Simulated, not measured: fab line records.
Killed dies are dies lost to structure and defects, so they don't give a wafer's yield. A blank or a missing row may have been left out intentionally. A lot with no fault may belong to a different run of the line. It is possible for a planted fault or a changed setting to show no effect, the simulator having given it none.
A struck lot beside a sound one + flow n5Finfet + 14 steps out of a route of 1938
Sound: wafers L358.2, L358.3, L358.4. The struck wafers were L355.4, L355.5, L355.6. Last of all comes the cause.
Each step with rows lists, per side, the tool, then ch with its chambers, then its first start. Under that, the readings that differ: sound wafers + struck wafers + difference of the means + sigmas: that difference in standard deviations of wafers without a fault.
alike: words and numbers the same on both sides, and readings whose means are apart by under 2 such deviations; not compared: readings that were withheld, readings missing a value for some wafer, numbers with overlapping values and no deviation given by the record, and bounds like >300 which may hide the same value.
The two part at a step that has a row with sigmas, a row that says differs or no value, or rows on one side only. When numbers do not overlap yet have no deviation, they are printed without sigmas and do not part them. A reading missing from all wafers of one side parts the sides only when that side holds two or more wafers.

N5_BEOL_M4_SPUTTER_96: material Cu, target thk 4.5 nm, time 8.29 s.
  sound on pvdSputter-01, day 11 06:02; struck on pvdSputter-03, day 10 04:24
  alike: throttleValvePct
then, 1 step without rows for these wafers: N5_BEOL_M4_ECD_50 (material Cu, target thk 300 nm).
N5_BEOL_M4_ANNEAL_51: time 90 s.
  sound on rtpAnneal-02 ch 0, day 11 06:16; struck on rtpAnneal-02 ch 0, day 10 04:44
  alike: annealTempC, wafer_temp_C_max
N5_BEOL_M4_CMP_52: polishes, stops on SiOC, t overpolish 6.8 s, target thk 40 nm.
  sound on cmp-01 ch 0,1,2, day 11 06:34; struck on cmp-03 ch 2,3, day 10 04:54
  alike: barrierFieldEndpointS, motorCurrentA, overpolishRunS, timeToEndpointS
N5_BEOL_M4_THK_MEAS_53: measures by xrf.
  sound on filmMetro-02, day 11 06:49; struck on filmMetro-02, day 10 05:11
| reading     | sound          | struck         | difference | sigmas |
|-------------|----------------|----------------|------------|--------|
| M4_THK (nm) | 40.4 40.8 38.4 | 38.1 35.6 36.7 | -3.1       | -2     |
N5_BEOL_M4_PRE_CLEAN_60: time 15 s.
  sound on cvdCo-02 ch 1,2, day 11 06:52; struck on cvdCo-01 ch 0,1,2, day 10 05:15
  alike: heaterPowerW
then, 3 steps without rows for these wafers: N5_BEOL_M4_CO_CAP_55 (material Co, precursor CCTBA/H2, target thk 2 nm, time 102.1 s); N5_BEOL_M4_PRE_CLEAN_56 (time 15 s); N5_BEOL_M4_DEP_57 (deposits SiCN from 3MS/NH3, target thk 8 nm, time 14 s).
N5_BEOL_M4_RS_MEAS_58: measures by four-point-probe.
  sound on filmMetro-01, day 11 07:05; struck on filmMetro-01, day 10 05:27
| reading        | sound          | struck         | difference | sigmas |
|----------------|----------------|----------------|------------|--------|
| M4_RS (ohm/sq) | 0.66 0.65 0.70 | 0.72 0.79 0.75 | +0.08      | +2     |
N5_BEOL_M4_INSPECT_59: inspects for defects (darkfield).
  sound on defectInspect-01, day 11 07:07; struck on defectInspect-01, day 10 05:29
  alike: rawDefectCount
N5_BEOL_M4_RC_MEAS_101:
  sound on prober-02 ch 0, day 11 07:17; struck on prober-01 ch 0, day 10 05:58
| reading       | sound          | struck         | difference | sigmas |
|---------------|----------------|----------------|------------|--------|
| SS_N (mV/dec) | 72.2 72.0 73.0 | 71.4 69.6 70.8 | -1.8       | -3     |
  alike: DIBL_N, DIBL_P, IOFF_N, IOFF_P, ION_N, ION_P, SS_P, VT_N, VT_P
N5_BEOL_M5_ILD_DEP_00: deposits SiCOH lowk from DEMS/porogen, target thk 140.64 nm, time 25.9 s.
  sound on pecvd-02 ch 0,1, day 11 08:06; struck on pecvd-03 ch 0,1,2, day 10 06:29
| reading            | sound                | struck               | difference | sigmas |
|--------------------|----------------------|----------------------|------------|--------|
| susceptorTempC (C) | 300.12 300.03 299.83 | 296.95 296.93 296.77 | -3.11      | -16    |
  alike: heaterPowerW, showerheadPlenumPTorr, throttleValvePct
N5_BEOL_M5_CURE_79: cures SiCOH lowk, time 240 s.
  sound on uvCure-01 ch 2, day 11 08:19; struck on uvCure-02 ch 2, day 10 06:46
  alike: lampPowerPct, wafer_temp_C_max

WHERE THEY PART
At N5_BEOL_M4_THK_MEAS_53 first; at N5_BEOL_M5_ILD_DEP_00 last (within this record only). Later steps at which nothing parts them and some readings are alike: N5_BEOL_M5_CURE_79.

WHY: the cause the simulator had injected
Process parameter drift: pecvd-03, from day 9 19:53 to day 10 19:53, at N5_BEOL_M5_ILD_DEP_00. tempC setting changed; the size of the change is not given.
